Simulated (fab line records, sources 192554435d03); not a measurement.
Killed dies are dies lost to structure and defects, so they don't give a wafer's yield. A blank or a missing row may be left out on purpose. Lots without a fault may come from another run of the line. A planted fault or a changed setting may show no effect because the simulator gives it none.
fab line records | flow n5_finfet | part 2 of 2: steps 25 to 25 of 25
record lots=7 wafers=21 last_day=19
route steps=1938 shown BEOL_M0@721 BEOL_M4@1111 PASSIVATION@1936
lots that met no fault: from a run of the same line without faults
start_h: hours from the record's first day to the start of the lot's first wafer shown | wait_h: hours since the lot's step before | " the same as in the row above | L1.1+2: a row that stands for several wafers | - no value, or no start given | * or withheld: withheld | < > ~ a bound
route shown NAME@n: a module of which the file shows steps, and the number in the route of the first | usual: mean/standard deviation of fault-free wafers | same: alike in all rows | chamber/n: place in a boat | sites: the reading at each site | _std_site: their standard deviation | _edge_site: outer sites' mean less inner sites' | radius_mm: how far each site lies from the wafer's centre | mask NAME#n: copy n | behind: the tool/chamber that last shaped the wafer | hold: why the lot was held/for how many hours/how that ended | device: the transistor (n, p or np) that didn't switch | end of line: the same wafers' tests at the end of the route | a step without rows: its recipe alone | killed: dies lost to structure and defects at the first sort, not the wafer's yield | map: a wafer's dies, x killed, . not, _ none there
set.NAME: the setting as run; set.NAME@STEP: as run at that earlier step | model.NAME: the simulator's own value behind a step, which no gauge read
lots at some steps of the route; a table a step, a row a wafer
services: from which hour (start_h, from the record's first day; less than 0 if before it) a tool's chamber was out of use, for how many hours, and why
## steps
# step N5_PASSIVATION_PROBE_49
# usual defect_limited_yield=90.9/1.3 killed_at_M0_to_M3=36/11 killed_at_M4_up=13/5.1 killed_at_contacts=14/4.9 killed_at_front_end=41/10 killed_at_other=3.4/2.6 killed_dies=107/16 killed_on_rim=14/4 killed_open=70/11 killed_short=36/7.8 sort_bin_5_function=5.4/0.84 sort_bin_6_memory=3.4/0.67 sort_n_pass=1073/16 sort_yield_pct=90.9/1.3
# same gross_dies=1180 killed_at_back_side=0 sort_bin_4_leakage[%]=0 sort_bin_8_speed[%]=0
# columns lot.wafer tool chamber start_h wait_h defect_limited_yield[%] killed_at_M0_to_M3 killed_at_M4_up killed_at_contacts killed_at_front_end killed_at_other killed_dies killed_on_rim killed_open killed_short sort_bin_5_function[%] sort_bin_6_memory[%] sort_n_pass sort_yield_pct[%]
L340.1 prober-01 - 363.76 0.0 90.8 21 27 13 42 6 109 11 68 38 5.6 3.3 1071 90.8
L340.3 prober-01 - 363.86 0.1 90.6 24 8 4 69 6 111 15 73 34 4.8 4.3 1069 90.6
L340.4 prober-01 - 363.91 0.2 91.7 24 12 15 44 3 98 11 69 28 4.5 3.4 1082 91.7
L345.3 prober-01 - 416.89 0.1 0 1131 14 12 22 1 1180 152 66 16 89.4 10.3 0 0
L345.5 prober-01 - 416.99 0.2 0 1106 12 12 45 5 1180 152 66 27 88.0 11.9 0 0
L345.6 prober-01 - 417.04 0.3 0 1123 14 9 28 6 1180 152 55 37 88.6 10.9 0 0
L346.3 prober-02 - 423.84 0.1 0 1125 7 8 35 5 1180 152 59 29 90.2 9.3 0 0
L346.4 prober-02 - 423.89 0.2 0 1118 12 10 34 6 1180 152 52 30 89.6 10.2 0 0
L346.5 prober-02 - 423.94 0.2 0 1123 6 11 37 3 1180 152 59 33 88.0 11.7 0 0
L351.1 prober-01 - 438.61 0.0 90.8 25 24 12 37 10 108 16 66 35 4.8 4.0 1072 90.8
L351.4 prober-01 - 438.76 0.2 92.5 24 17 14 30 4 89 11 57 31 4.2 2.9 1091 92.5
L351.6 prober-01 - 438.86 0.3 88.9 25 22 20 58 6 131 15 81 44 5.6 4.5 1049 88.9
L347.1 prober-01 - 451.16 0.0 0 1107 20 9 39 5 1180 152 67 28 88.9 10.8 0 0
L347.3 prober-01 - 451.26 0.1 0 1104 15 6 47 8 1180 152 62 27 88.9 10.7 0 0
L347.5 prober-01 - 451.36 0.2 0 1115 7 17 40 1 1180 152 57 26 88.7 11.0 0 0
L350.3 prober-01 - 461.13 0.1 92.0 28 12 16 37 1 94 11 71 22 4.9 2.9 1086 92.0
L350.4 prober-01 - 461.18 0.2 89.9 59 9 10 37 4 119 18 84 31 6.2 3.6 1061 89.9
L350.6 prober-01 - 461.28 0.3 89.9 56 13 9 41 0 119 16 78 39 6.5 3.2 1061 89.9
# killed by level:class
L340.1 BEOL_M4:geometric_particle:open=16 MOL_CONTACT_COAG:geometric_particle:open=11 FIN_SAQP:geometric_particle:short=8 FIN_SAQP:geometric_particle:open=7 BEOL_M3:geometric_particle:open=5 STARTING-WAFER:geometric_particle:open=5 BEOL_M2:geometric_particle:short=4 BEOL_M3:geometric_particle:short=4
L340.3 FIN_SAQP:geometric_particle:open=24 FIN_SAQP:geometric_particle:short=16 BEOL_M1:geometric_particle:open=8 STI_FIN_REVEAL:geometric_particle:open=7 BEOL_M3:geometric_particle:open=7 GATE_CUT:geometric_particle:short=4 BEOL_M4:geometric_particle:open=4 STARTING-WAFER:geometric_particle:open=4
L340.4 MOL_CONTACT_COAG:geometric_particle:open=12 FIN_SAQP:geometric_particle:open=10 BEOL_M3:geometric_particle:open=9 BEOL_M4:geometric_particle:open=8 STI_FIN_REVEAL:geometric_particle:open=7 FIN_SAQP:geometric_particle:short=6 GATE_CUT:geometric_particle:short=5 BEOL_M3:geometric_particle:short=5
L345.3 BEOL_M0:area_cvd=834 BEOL_M0:interface_void_opened=264 MOL_CONTACT_COAG:geometric_particle:open=10 BEOL_M1:geometric_particle:open=9 BEOL_M0_SAQP:geometric_particle:open=8 FIN_SAQP:geometric_particle:open=7 BEOL_M4:geometric_particle:open=7 BEOL_M3:geometric_particle:open=7
L345.5 BEOL_M0:area_cvd=831 BEOL_M0:interface_void_opened=254 STI_FIN_REVEAL:geometric_particle:open=10 BEOL_M4:geometric_particle:open=10 MOL_CONTACT_COAG:geometric_particle:open=9 FIN_SAQP:geometric_particle:open=8 BEOL_M2:geometric_particle:open=8 DUMMY_GATE:geometric_particle:open=5
L345.6 BEOL_M0:area_cvd=815 BEOL_M0:interface_void_opened=272 BEOL_M2:geometric_particle:open=9 BEOL_M4:geometric_particle:open=9 MOL_CONTACT_COAG:geometric_particle:open=7 BEOL_M0_SAQP:geometric_particle:open=7 BEOL_M0_SAQP:geometric_particle:short=6 BEOL_M1:geometric_particle:open=5
L346.3 BEOL_M0:area_cvd=846 BEOL_M0:interface_void_opened=246 BEOL_M0_SAQP:geometric_particle:open=12 STI_FIN_REVEAL:geometric_particle:open=10 BEOL_M0_SAQP:geometric_particle:short=10 MOL_CONTACT_COAG:geometric_particle:open=8 FIN_SAQP:geometric_particle:short=4 FIN_SAQP:geometric_particle:open=4
L346.4 BEOL_M0:area_cvd=834 BEOL_M0:interface_void_opened=264 MOL_CONTACT_COAG:geometric_particle:open=8 FIN_SAQP:geometric_particle:open=6 BEOL_M0_SAQP:geometric_particle:open=6 STI_FIN_REVEAL:geometric_particle:open=5 SPACER0:geometric_particle:short=4 GATE_CUT:geometric_particle:short=4
L346.5 BEOL_M0:area_cvd=831 BEOL_M0:interface_void_opened=257 MOL_CONTACT_COAG:geometric_particle:open=10 BEOL_M0_SAQP:geometric_particle:short=10 BEOL_M2:geometric_particle:open=10 STI_FIN_REVEAL:geometric_particle:open=9 BEOL_M0_SAQP:geometric_particle:open=7 GATE_CUT:geometric_particle:short=6
L351.1 MOL_CONTACT_COAG:geometric_particle:open=10 BEOL_M4:geometric_particle:open=10 BEOL_M0_SAQP:geometric_particle:open=9 BEOL_M0_SAQP:geometric_particle:short=8 GATE_CUT:geometric_particle:short=6 FIN_SAQP:geometric_particle:open=5 STI_FIN_REVEAL:geometric_particle:open=5 GATE_CUT:geometric_particle:open=5
L351.4 BEOL_M4:geometric_particle:open=11 MOL_CONTACT_COAG:geometric_particle:open=10 FIN_SAQP:geometric_particle:open=8 BEOL_M1:geometric_particle:open=8 BEOL_M0_SAQP:geometric_particle:short=6 FIN_SAQP:geometric_particle:short=4 GATE_CUT:geometric_particle:short=4 MOL_CONTACT_COAG:geometric_particle:short=4
L351.6 STI_FIN_REVEAL:geometric_particle:open=20 MOL_CONTACT_COAG:geometric_particle:open=16 GATE_CUT:geometric_particle:short=11 FIN_SAQP:geometric_particle:open=9 BEOL_M5:geometric_particle:open=8 BEOL_M2:geometric_particle:open=6 BEOL_M0_SAQP:geometric_particle:short=5 MOL_CONTACT_COAG:geometric_particle:short=4
L347.1 BEOL_M0:area_cvd=849 BEOL_M0:interface_void_opened=236 BEOL_M4:geometric_particle:open=12 FIN_SAQP:geometric_particle:open=10 STI_FIN_REVEAL:geometric_particle:open=7 MOL_CONTACT_COAG:geometric_particle:open=7 BEOL_M0_SAQP:geometric_particle:open=7 FIN_SAQP:geometric_particle:short=5
L347.3 BEOL_M0:area_cvd=826 BEOL_M0:interface_void_opened=265 FIN_SAQP:geometric_particle:open=17 STI_FIN_REVEAL:geometric_particle:open=10 BEOL_M4:geometric_particle:open=10 FIN_SAQP:geometric_particle:short=7 BEOL_M0_SAQP:geometric_particle:open=5 MOL_CONTACT_COAG:geometric_particle:open=4
L347.5 BEOL_M0:area_cvd=822 BEOL_M0:interface_void_opened=273 MOL_CONTACT_COAG:geometric_particle:open=12 FIN_SAQP:geometric_particle:open=11 STI_FIN_REVEAL:geometric_particle:open=7 MOL_CONTACT_COAG:geometric_particle:short=5 BEOL_M0_SAQP:geometric_particle:short=5 BEOL_M2:geometric_particle:open=5
L350.3 MOL_CONTACT_COAG:geometric_particle:open=14 DUMMY_GATE:geometric_particle:open=10 BEOL_M3:geometric_particle:open=7 FIN_SAQP:geometric_particle:open=6 STI_FIN_REVEAL:geometric_particle:open=5 BEOL_M0_SAQP:geometric_particle:open=5 BEOL_M2:geometric_particle:open=5 FIN_SAQP:geometric_particle:short=4
L350.4 BEOL_M0_SAQP:geometric_particle:open=16 BEOL_M3:geometric_particle:open=15 BEOL_M1:geometric_particle:open=10 FIN_SAQP:geometric_particle:open=8 BEOL_M0_SAQP:geometric_particle:short=8 STI_FIN_REVEAL:geometric_particle:open=7 MOL_CONTACT_COAG:geometric_particle:short=5 MOL_CONTACT_COAG:geometric_particle:open=5
L350.6 BEOL_M0_SAQP:geometric_particle:open=13 BEOL_M0_SAQP:geometric_particle:short=9 BEOL_M1:geometric_particle:open=9 MOL_CONTACT_COAG:geometric_particle:open=8 BEOL_M3:geometric_particle:short=8 STI_FIN_REVEAL:geometric_particle:open=7 BEOL_M3:geometric_particle:open=7 STARTING-WAFER:geometric_particle:open=6
# map L345.3 (x killed, . not)
_________________xxxxxxxxxxxx________________
______________xxxxxxxxxxxxxxxxxx_____________
___________xxxxxxxxxxxxxxxxxxxxxxxx__________
__________xxxxxxxxxxxxxxxxxxxxxxxxxx_________
________xxxxxxxxxxxxxxxxxxxxxxxxxxxxxx_______
_______xxxxxxxxxxxxxxxxxxxxxxxxxxxxxxxx______
______xxxxxxxxxxxxxxxxxxxxxxxxxxxxxxxxxx_____
_____xxxxxxxxxxxxxxxxxxxxxxxxxxxxxxxxxxxx____
____xxxxxxxxxxxxxxxxxxxxxxxxxxxxxxxxxxxxxx___
___xxxxxxxxxxxxxxxxxxxxxxxxxxxxxxxxxxxxxxxx__
___xxxxxxxxxxxxxxxxxxxxxxxxxxxxxxxxxxxxxxxx__
__xxxxxxxxxxxxxxxxxxxxxxxxxxxxxxxxxxxxxxxxxx_
__xxxxxxxxxxxxxxxxxxxxxxxxxxxxxxxxxxxxxxxxxx_
_xxxxxxxxxxxxxxxxxxxxxxxxxxxxxxxxxxxxxxxxxxxx
_xxxxxxxxxxxxxxxxxxxxxxxxxxxxxxxxxxxxxxxxxxxx
_xxxxxxxxxxxxxxxxxxxxxxxxxxxxxxxxxxxxxxxxxxxx
_xxxxxxxxxxxxxxxxxxxxxxxxxxxxxxxxxxxxxxxxxxxx
_xxxxxxxxxxxxxxxxxxxxxxxxxxxxxxxxxxxxxxxxxxxx
_xxxxxxxxxxxxxxxxxxxxxxxxxxxxxxxxxxxxxxxxxxxx
_xxxxxxxxxxxxxxxxxxxxxxxxxxxxxxxxxxxxxxxxxxxx
_xxxxxxxxxxxxxxxxxxxxxxxxxxxxxxxxxxxxxxxxxxxx
__xxxxxxxxxxxxxxxxxxxxxxxxxxxxxxxxxxxxxxxxxx_
__xxxxxxxxxxxxxxxxxxxxxxxxxxxxxxxxxxxxxxxxxx_
___xxxxxxxxxxxxxxxxxxxxxxxxxxxxxxxxxxxxxxxx__
___xxxxxxxxxxxxxxxxxxxxxxxxxxxxxxxxxxxxxxxx__
____xxxxxxxxxxxxxxxxxxxxxxxxxxxxxxxxxxxxxx___
_____xxxxxxxxxxxxxxxxxxxxxxxxxxxxxxxxxxxx____
______xxxxxxxxxxxxxxxxxxxxxxxxxxxxxxxxxx_____
_______xxxxxxxxxxxxxxxxxxxxxxxxxxxxxxxx______
________xxxxxxxxxxxxxxxxxxxxxxxxxxxxxx_______
__________xxxxxxxxxxxxxxxxxxxxxxxxxx_________
___________xxxxxxxxxxxxxxxxxxxxxxxx__________
______________xxxxxxxxxxxxxxxxxx_____________
_________________xxxxxxxxxxxx________________
# map L346.3 (x killed, . not)
_________________xxxxxxxxxxxx________________
______________xxxxxxxxxxxxxxxxxx_____________
___________xxxxxxxxxxxxxxxxxxxxxxxx__________
__________xxxxxxxxxxxxxxxxxxxxxxxxxx_________
________xxxxxxxxxxxxxxxxxxxxxxxxxxxxxx_______
_______xxxxxxxxxxxxxxxxxxxxxxxxxxxxxxxx______
______xxxxxxxxxxxxxxxxxxxxxxxxxxxxxxxxxx_____
_____xxxxxxxxxxxxxxxxxxxxxxxxxxxxxxxxxxxx____
____xxxxxxxxxxxxxxxxxxxxxxxxxxxxxxxxxxxxxx___
___xxxxxxxxxxxxxxxxxxxxxxxxxxxxxxxxxxxxxxxx__
___xxxxxxxxxxxxxxxxxxxxxxxxxxxxxxxxxxxxxxxx__
__xxxxxxxxxxxxxxxxxxxxxxxxxxxxxxxxxxxxxxxxxx_
__xxxxxxxxxxxxxxxxxxxxxxxxxxxxxxxxxxxxxxxxxx_
_xxxxxxxxxxxxxxxxxxxxxxxxxxxxxxxxxxxxxxxxxxxx
_xxxxxxxxxxxxxxxxxxxxxxxxxxxxxxxxxxxxxxxxxxxx
_xxxxxxxxxxxxxxxxxxxxxxxxxxxxxxxxxxxxxxxxxxxx
_xxxxxxxxxxxxxxxxxxxxxxxxxxxxxxxxxxxxxxxxxxxx
_xxxxxxxxxxxxxxxxxxxxxxxxxxxxxxxxxxxxxxxxxxxx
_xxxxxxxxxxxxxxxxxxxxxxxxxxxxxxxxxxxxxxxxxxxx
_xxxxxxxxxxxxxxxxxxxxxxxxxxxxxxxxxxxxxxxxxxxx
_xxxxxxxxxxxxxxxxxxxxxxxxxxxxxxxxxxxxxxxxxxxx
__xxxxxxxxxxxxxxxxxxxxxxxxxxxxxxxxxxxxxxxxxx_
__xxxxxxxxxxxxxxxxxxxxxxxxxxxxxxxxxxxxxxxxxx_
___xxxxxxxxxxxxxxxxxxxxxxxxxxxxxxxxxxxxxxxx__
___xxxxxxxxxxxxxxxxxxxxxxxxxxxxxxxxxxxxxxxx__
____xxxxxxxxxxxxxxxxxxxxxxxxxxxxxxxxxxxxxx___
_____xxxxxxxxxxxxxxxxxxxxxxxxxxxxxxxxxxxx____
______xxxxxxxxxxxxxxxxxxxxxxxxxxxxxxxxxx_____
_______xxxxxxxxxxxxxxxxxxxxxxxxxxxxxxxx______
________xxxxxxxxxxxxxxxxxxxxxxxxxxxxxx_______
__________xxxxxxxxxxxxxxxxxxxxxxxxxx_________
___________xxxxxxxxxxxxxxxxxxxxxxxx__________
______________xxxxxxxxxxxxxxxxxx_____________
_________________xxxxxxxxxxxx________________
## services
# columns tool chamber start_h hours kind
cmp-04 - 129.63 10.0 pm
cmp-01 - 131.77 4.0 pm
cmp-01 - 135.77 - consumable_replace:conditioner
cmp-01 - 135.77 - consumable_replace:pad
ald_metal-04 1 151.72 - calibration
cmp-01 - 159.13 2.1 repair
rie_diel-05 1 166.89 - clean
rie_diel-05 1 166.89 - consumable_replace:focus_ring
rie_diel-05 2 191.71 1.3 repair
ald_metal-02 2 197.82 5.7 repair
cmp-02 - 201.20 1.1 repair
cmp-01 - 203.65 1.3 repair
ald_metal-01 1 219.37 27.9 repair
cmp-01 - 225.37 0.7 repair
ald_metal-02 - 236.89 2.8 pm
## key
first_sign step=N5_BEOL_M0_CVD_115 reading=tool_record direction=missing
effect step=N5_BEOL_M0_CMP_120 reading=barrier_field_endpoint_s direction=down sigmas=18 usual=3.67 struck=1.80
effect step=N5_PASSIVATION_PROBE_49 reading=sort_bin_5_function direction=up sigmas=99+ usual=5.4 struck=88.9
more_kills_born_at N5_BEOL_M0_CVD_115@cvd_co-01=4977 N5_BEOL_M0_CVD_115@cvd_co-02=2510
met_at N5_BEOL_M0_CVD_115
struck_wafers L345.3,L345.5,L345.6,L346.3,L346.4,L346.5,L347.1,L347.3,L347.5
later_rows_left_out L345.3,L345.5,L345.6,L346.3,L346.4,L346.5,L347.1,L347.3,L347.5
onset_between 176.34 201.85
fault kind=skipped_step_whole tool=cvd_co-01,cvd_co-02 chamber=- onset_h=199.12 steps=N5_BEOL_M0_CVD_115 scope=struck_lots_only
# later_rows_left_out: the simulator's readings of these wafers behind a module that went badly wrong aren't trusted and aren't shown, but for the sort
